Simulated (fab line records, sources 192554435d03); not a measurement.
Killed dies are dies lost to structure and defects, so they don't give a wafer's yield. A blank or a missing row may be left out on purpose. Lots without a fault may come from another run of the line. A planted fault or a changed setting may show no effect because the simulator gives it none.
Chamber matching | flow n5_finfet | N5_BEOL_M5_CURE_79 on uv_cure-02: 3 sister chambers
The step cures SiCOH lowk, time 240 s. 3 wafers are shown with their chamber, then 9 later ones without.

WAFERS WITH THEIR CHAMBER
wafer  | chamber | wafer_temp_C_max
L080.5 | 1       | 386.4
L084.6 | 2       | 386.9
L087.3 | 0       | 385.8

WAFERS WITHOUT THEIR CHAMBER
wafer  | wafer_temp_C_max
L089.1 | 386.2
L089.2 | 386.3
L089.3 | 385.8
L086.3 | 387.0
L086.4 | 387.5
L086.6 | 386.3
L096.1 | 387.2
L096.3 | 386.5
L096.5 | 386.5

WHICH CHAMBER EACH WENT THROUGH
wafer  | from the rows above     | in truth
L089.1 | can't be placed: 1 or 0 | 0
L089.2 | can't be placed: 1 or 0 | 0
L089.3 | 0                       | 0
L086.3 | 2                       | 2
L086.4 | 2                       | 2
L086.6 | can't be placed: 1 or 0 | 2
L096.1 | 2                       | 2
L096.3 | can't be placed: 1 or 2 | 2
L096.5 | can't be placed: 1 or 2 | 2
Placed correctly: 4 of 9. Can't be placed from these rows: 5 (the true chamber is among the candidates in 4). Placed wrongly: 0.
How it was worked out, from the rows above alone: a wafer's distance from a chamber is the root of the sum, over the readings, of the square of ((its reading less the chamber's mean) divided by the reading's scatter). The wafer belongs to the nearest chamber; if the next one is less than 2 further off, it can't be placed. A chamber's mean is the mean of its shown wafers. The scatter: with one shown wafer a chamber, the root of the mean of the squares of how far each hidden wafer lies from its nearest shown one.
